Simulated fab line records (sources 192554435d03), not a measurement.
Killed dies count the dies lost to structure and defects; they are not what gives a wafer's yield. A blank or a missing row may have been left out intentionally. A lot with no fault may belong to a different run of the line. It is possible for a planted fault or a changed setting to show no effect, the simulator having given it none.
Chamber matching	flow n5_finfet	4 sister chambers for N5_PMOS_HMC_CHANNEL_EPI_CMP_21 on cmp-01
The step polishes SiGe30, target thk 54 nm. 14 wafers are shown with their chamber, then 7 later ones without.

== EACH WAFER AND ITS CHAMBER ==
wafer	chamber	motor_current_A (A)
L079.1	3	11.7
L079.2	1	12.0
L079.3	0	14.6
L082.1	0	14.4
L082.3	3	11.3
L082.5	0	14.8
L083.1	3	11.3
L083.2	1	12.1
L083.5	3	10.9
L087.1	0	14.5
L087.2	2	10.9
L087.3	1	11.9
L088.3	0	15.4
L088.5	1	11.4

SIGNATURES (averages over the wafers above)
reading	chamber 0	chamber 1	chamber 2	chamber 3	scatter within a chamber
motor_current_A	14.740	11.850	10.900	11.300	0.352
Rule: distance of a wafer from a chamber = root of the sum over the readings of ((wafer's reading minus chamber's mean) / reading's scatter) squared. If the next closest chamber is less than 2 further off than the closest, the wafer can't be placed; otherwise it belongs to the closest. The scatter is the square root of a quotient: the sum, over the shown wafers, of each reading's squared deviation from its chamber's mean, divided by wafers minus chambers.

== WAFERS WHOSE CHAMBER IS MISSING ==
wafer	motor_current_A (A)
L088.6	10.2
L090.2	11.8
L090.4	10.6
L090.6	15.2
L091.1	10.9
L091.2	14.2
L091.6	10.2

== THE CHAMBER EACH PASSED THROUGH ==
wafer	from the rows above	in truth
L088.6	can't be placed: 2 or 3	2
L090.2	can't be placed: 1 or 3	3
L090.4	can't be placed: 2 or 3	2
L090.6	0	0
L091.1	can't be placed: 2 or 3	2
L091.2	0	0
L091.6	can't be placed: 2 or 3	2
Placed correctly: 2 of 7. Can't be placed from these rows: 5 (the true chamber is among the candidates in 5). 0 placed wrongly.
